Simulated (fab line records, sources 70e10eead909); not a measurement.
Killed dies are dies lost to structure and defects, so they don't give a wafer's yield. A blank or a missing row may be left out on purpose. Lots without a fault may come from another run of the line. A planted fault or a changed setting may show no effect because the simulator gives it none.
Which tool did it? | flow nand_harc | 12 lots, 36 wafers sampled, at 4 steps of a route of 1159

WHAT THE GAUGES READ, wafer by wafer
NHARC_A_CONTACT_CD_MEAS_53.
lot  | measured     | on        | cd_nm (nm)
L076 | day 16 21:32 | cd_sem-01 | 190.0 190.4 189.8
L077 | day 17 04:38 | cd_sem-01 | 189.5 190.0 190.1
L078 | day 17 22:13 | cd_sem-03 | 189.4 189.5 189.6
L082 | day 18 05:44 | cd_sem-02 | 190.1 189.6 189.6
L084 | day 18 13:02 | cd_sem-01 | 189.9 189.1 189.4
L085 | day 19 10:31 | cd_sem-01 | 189.9 190.9 190.8
L087 | day 19 15:22 | cd_sem-02 | 190.1 189.4 190.2
L089 | day 20 00:58 | cd_sem-01 | 189.9 191.4 191.4
L090 | day 20 15:19 | cd_sem-03 | 190.3 190.0 189.8
L093 | day 20 19:35 | cd_sem-03 | 189.8 190.4 190.2
L095 | day 22 06:16 | cd_sem-03 | 189.4 190.6 189.7
L097 | day 22 11:41 | cd_sem-01 | 191.2 190.1 190.6

WHICH TOOL RAN EACH LOT (tool, then ch and the chambers of the sampled wafers, then the start)
lot  | NHARC_A_CONTACT_DEP_24          | NHARC_A_CONTACT_ETCH_112             | NHARC_A_CONTACT_ETCH_121
L076 | pecvd-03 ch 0,2, day 16 14:38   | har_cap_etch-01 ch 0,1, day 16 19:44 | har_cap_etch-01 ch 0,1, day 16 20:34
L077 | pecvd-03 ch 0,1,2, day 16 20:17 | har_cap_etch-03 ch 0, day 17 02:48   | har_cap_etch-03 ch 0, day 17 03:37
L078 | pecvd-02 ch 0,1,2, day 17 14:29 | har_cap_etch-03 ch 0,1, day 17 20:23 | har_cap_etch-03 ch 0,1, day 17 21:13
L082 | pecvd-02 ch 1,2, day 17 20:50   | har_cap_etch-01 ch 0,1, day 18 03:50 | har_cap_etch-01 ch 0,1, day 18 04:38
L084 | pecvd-02 ch 0,1,2, day 18 03:34 | har_cap_etch-02 ch 0,1, day 18 11:10 | har_cap_etch-02 ch 0,1, day 18 11:59
L085 | pecvd-03 ch 0,1,2, day 19 03:10 | har_cap_etch-02 ch 0,1, day 19 08:42 | har_cap_etch-02 ch 0,1, day 19 09:31
L087 | pecvd-02 ch 0,1, day 19 07:43   | har_cap_etch-03 ch 0,1, day 19 13:02 | har_cap_etch-03 ch 0,1, day 19 14:08
L089 | pecvd-02 ch 0,1,2, day 19 17:55 | har_cap_etch-03 ch 0,1, day 19 23:09 | har_cap_etch-03 ch 0,1, day 19 23:58
L090 | pecvd-03 ch 1,2, day 20 05:36   | har_cap_etch-03 ch 0,1, day 20 13:28 | har_cap_etch-03 ch 0,1, day 20 14:17
L093 | pecvd-04 ch 0,1,2, day 20 10:44 | har_cap_etch-01 ch 0,1, day 20 17:46 | har_cap_etch-01 ch 0,1, day 20 18:35
L095 | pecvd-02 ch 0,2, day 21 23:28   | har_cap_etch-01 ch 0,1, day 22 04:26 | har_cap_etch-01 ch 0,1, day 22 05:16
L097 | pecvd-03 ch 0,2, day 22 03:40   | har_cap_etch-01 ch 0,1, day 22 09:46 | har_cap_etch-01 ch 0,1, day 22 10:35
- NHARC_A_CONTACT_DEP_24: deposits SiO2, target thk 500 nm.
- NHARC_A_CONTACT_ETCH_112: etches the open film in C4F8/O2/Ar, time 94 s, target depth 922 nm.
- NHARC_A_CONTACT_ETCH_121: etches the open film in C4F8/O2/Ar, time 94 s, target depth 922 nm.

THE ANSWER, worked out from the rows above alone
Rule: what is usual is taken from the lots themselves. Put in order of their means at a reading, lots are off if they are a third of the lots or fewer, leave a main group of 4 or more, and stand apart from it by a gap of 3 or more times the standard deviation of the main group's means; of several such gaps the widest counts. A main group whose means are all the same, to the digits that the tables above print for the reading, isn't used. A lot without any number at a reading at which 4 lots or more have one is off too. The other lots that the step has rows for count as sound.
No lot is off at any reading shown: from this, nothing can be told.

WHAT THE SIMULATOR HAD PUT IN
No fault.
